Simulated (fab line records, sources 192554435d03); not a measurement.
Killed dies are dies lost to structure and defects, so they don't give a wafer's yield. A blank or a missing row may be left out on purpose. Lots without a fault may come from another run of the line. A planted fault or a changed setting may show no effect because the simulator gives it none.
Split-lot experiment | flow n5_finfet | 7 lots, 21 wafers read, on a route of 1938 steps

THE SPLIT
At N5_HKMG_FIN_COAT_06 (resist thk 90 nm), the setting spin_rpm was moved away from the recipe's 1500 rpm on 9 of the 21 wafers read, by -7.5% to +9.1%. The other wafers ran this setting at the recipe's value.

FROM THE SPLIT TO THE READING: what the file shows between them, 1 step
- N5_HKMG_FIN_DEVELOP_11: develop time 30 s (also split here: develop_time_s)

THE READING
CAR-ArF_of_HKMG_FIN_COAT_06.thk_nm (the simulator's own value, which no gauge read), in nm, at N5_HKMG_FIN_DESCUM_17 (chemistry O2, time 7.9 s). The file gives no usual value for it. The 12 wafers here that ran the recipe average 83.5 nm, standard deviation 0.29 nm.

wafer  | tool, chamber at the split | spin_rpm as run, rpm | against the recipe | CAR-ArF_of_HKMG_FIN_COAT_06.thk_nm, nm | against lot-mates on the recipe
L079.2 | litho_track-01, 0          | 1500                 | recipe             | 83.4                                   | -
L079.4 | litho_track-01, 0          | 1397                 | -6.9%              | 86.2                                   | +2.8
L079.5 | litho_track-01, 0          | 1397                 | -6.9%              | 87                                     | +3.6
L083.1 | litho_track-04, 0          | 1500                 | recipe             | 83.8                                   | -
L083.3 | litho_track-04, 0          | 1500                 | recipe             | 83.4                                   | -
L083.5 | litho_track-04, 0          | 1559                 | +3.9%              | 82.2                                   | -1.4
L084.4 | litho_track-01, 0          | 1500                 | recipe             | 83.4                                   | -
L084.5 | litho_track-01, 0          | 1500                 | recipe             | 83.6                                   | -
L084.6 | litho_track-01, 0          | 1500                 | recipe             | 83.8                                   | -
L088.4 | litho_track-05, 0          | 1387                 | -7.5%              | 87.2                                   | +3.4
L088.5 | litho_track-05, 0          | 1387                 | -7.5%              | 87                                     | +3.2
L088.6 | litho_track-05, 0          | 1500                 | recipe             | 83.8                                   | -
L093.2 | litho_track-01, 0          | 1550                 | +3.3%              | 82.4                                   | -1.4
L093.5 | litho_track-01, 0          | 1500                 | recipe             | 83.8                                   | -
L093.6 | litho_track-01, 0          | 1550                 | +3.3%              | 82                                     | -1.8
L095.2 | litho_track-05, 0          | 1500                 | recipe             | 83                                     | -
L095.4 | litho_track-05, 0          | 1500                 | recipe             | 83                                     | -
L095.6 | litho_track-05, 0          | 1448                 | -3.5%              | 84.6                                   | +1.6
L097.1 | litho_track-05, 0          | 1636                 | +9.1%              | 79.6                                   | -3.8
L097.4 | litho_track-05, 0          | 1500                 | recipe             | 83.2                                   | -
L097.6 | litho_track-05, 0          | 1500                 | recipe             | 83.6                                   | -

THE FIT
A straight line over all 21 wafers: CAR-ArF_of_HKMG_FIN_COAT_06.thk_nm changes by -0.439 nm for each +1% of spin_rpm; r = -0.98; the points scatter about the line by 0.32 nm.
The same after taking each lot's own level away (the mean of its wafers on the recipe; 21 wafers): -0.44 nm for each +1%; r = -0.99; scatter 0.22 nm.
On that fit, the largest move of spin_rpm shifts the reading by 4 nm.
The lots' own levels span 83.00 to 83.80 nm, that is 2.8 times the standard deviation above.
So the lot-to-lot level changes the slope little: the two slopes agree.
Check: with one of the wafers moved furthest among these (+9.1%) left out of the fit, the line predicts -4.03 nm for it against its lot-mates. It came out at -3.8 nm against them.

OTHER SPLITS ON THESE WAFERS
These wafers also went through other splits before the reading. Each is held against what the fit with the lots' levels taken away leaves over:
other split on the same wafers        | wafers away from the commonest value | r with CAR-ArF_of_HKMG_FIN_COAT_06.thk_nm (lot level and that fit taken away)
N5_SDB_ALD_29 ald_cycles              | 5                                    | +0.03
N5_HKMG_FIN_DEVELOP_11 develop_time_s | 6                                    | -0.32

THE WHOLE CHAIN: every reading that the file lists as answering this split, in the file's order
step                   | what it does             | reading                                                                             | change (the file's fit)               | r (the file's)
N5_HKMG_FIN_COAT_06    | resist thk 90 nm         | CAR-ArF_of_HKMG_FIN_COAT_06.thk_nm (the simulator's own value, which no gauge read) | -0.452 nm for each +1% of the setting | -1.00
N5_HKMG_FIN_DEVELOP_11 | develop time 30 s        | CAR-ArF_of_HKMG_FIN_COAT_06.thk_nm (the simulator's own value, which no gauge read) | -0.438 nm for each +1% of the setting | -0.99
N5_HKMG_FIN_DESCUM_17  | chemistry O2, time 7.9 s | CAR-ArF_of_HKMG_FIN_COAT_06.thk_nm (the simulator's own value, which no gauge read) | -0.435 nm for each +1% of the setting | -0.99

THE FILE'S OWN FIT
CAR-ArF_of_HKMG_FIN_COAT_06.thk_nm changes by -0.435 nm for each +1% of spin_rpm, r = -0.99.
